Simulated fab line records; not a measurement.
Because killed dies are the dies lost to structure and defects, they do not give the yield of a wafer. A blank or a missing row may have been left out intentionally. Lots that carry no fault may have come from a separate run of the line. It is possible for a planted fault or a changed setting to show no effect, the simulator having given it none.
Chamber matching + flow nand_harc + NHARC_A_CHANNEL_FILL_D2_CMP_10 on cmp-04 has 4 sister chambers
The step polishes, target thk 150 nm. 20 wafers are shown with their chamber, then 10 later ones without.

WAFERS, EACH WITH ITS CHAMBER
| wafer  | chamber | motor_current_A (A) | time_to_endpoint_s (s) | slurry_flow_ml_min |
|--------|---------|---------------------|------------------------|--------------------|
| L074.3 | 0       | 12.2                | 13.6                   | 150.5              |
| L074.4 | 3       | 10.3                | 13.5                   | 150.1              |
| L074.6 | 0       | 12.1                | 10.4                   | 149.9              |
| L076.2 | 0       | 12.0                | 12.6                   | 150.2              |
| L076.4 | 1       | 10.3                | 16.6                   | 149.6              |
| L076.5 | 0       | 12.0                | 14.0                   | 150.1              |
| L077.1 | 3       | 10.1                | 13.8                   | 149.5              |
| L077.5 | 3       | 10.2                | 12.5                   | 149.4              |
| L077.6 | 0       | 11.6                | 10.7                   | 150.5              |
| L078.1 | 2       | 12.8                | 16.0                   | 150.4              |
| L078.4 | 3       | 9.8                 | 12.0                   | 150.0              |
| L078.6 | 2       | 12.6                | 13.9                   | 150.0              |
| L079.2 | 0       | 11.4                | 14.1                   | 150.7              |
| L079.4 | 1       | 10.3                | 15.4                   | 150.7              |
| L079.6 | 1       | 10.4                | 16.2                   | 149.9              |
| L083.2 | 2       | 12.3                | 16.0                   | 150.9              |
| L083.4 | 1       | 10.5                | 12.9                   | 149.4              |
| L083.6 | 0       | 12.0                | 10.5                   | 150.3              |
| L088.2 | 2       | 12.2                | 14.3                   | 149.7              |
| L088.4 | 1       | 10.4                | 11.0                   | 150.2              |

SIGNATURES (averages over the wafers above)
| reading            | chamber 0 | chamber 1 | chamber 2 | chamber 3 | scatter within a chamber |
|--------------------|-----------|-----------|-----------|-----------|--------------------------|
| motor_current_A    | 11.900    | 10.380    | 12.475    | 10.100    | 0.237                    |
| time_to_endpoint_s | 12.271    | 14.420    | 15.050    | 12.950    | 1.7                      |
| slurry_flow_ml_min | 150.314   | 149.960   | 150.250   | 149.750   | 0.409                    |
Rule: for each reading, subtract the chamber's mean from the wafer's reading, divide by that reading's scatter and square the result; add these up over the readings and take the root, which gives the wafer's distance from the chamber. The wafer belongs to the nearest chamber; if the next one is less than 2 further off, it can't be placed. The scatter: the root of (the sum of the squares of (reading less its chamber's mean) over the shown wafers, divided by (wafers less chambers)).

WAFERS WHOSE CHAMBER IS MISSING
| wafer  | motor_current_A (A) | time_to_endpoint_s (s) | slurry_flow_ml_min |
|--------|---------------------|------------------------|--------------------|
| L088.5 | 10.6                | 11.4                   | 149.9              |
| L091.2 | 11.6                | 12.3                   | 149.6              |
| L091.4 | 12.4                | 16.7                   | 149.6              |
| L091.6 | 10.8                | 11.4                   | 150.0              |
| L094.2 | 12.0                | 10.2                   | 150.1              |
| L094.5 | 12.3                | 11.0                   | 150.3              |
| L094.6 | 10.2                | 13.3                   | 149.8              |
| L095.3 | 10.2                | 10.9                   | 150.4              |
| L095.5 | 12.7                | 12.9                   | 150.0              |
| L095.6 | 11.0                | 14.5                   | 149.7              |

WHICH CHAMBER EACH WENT THROUGH
| wafer  | from the rows above          | in truth |
|--------|------------------------------|----------|
| L088.5 | can't be placed: 1 or 3      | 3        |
| L091.2 | 0                            | 0        |
| L091.4 | can't be placed: 2 or 0      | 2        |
| L091.6 | can't be placed: 1 or 3      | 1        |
| L094.2 | 0                            | 0        |
| L094.5 | can't be placed: 0 or 2      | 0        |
| L094.6 | can't be placed: 3 or 1      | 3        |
| L095.3 | can't be placed: 3 or 1      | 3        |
| L095.5 | can't be placed: 2 or 0      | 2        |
| L095.6 | can't be placed: 1 or 3 or 0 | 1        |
Placed correctly: 2 of 10. Cannot be placed on the basis of these rows: 8; the candidates contain the true chamber in 8. Number placed wrongly: 0.
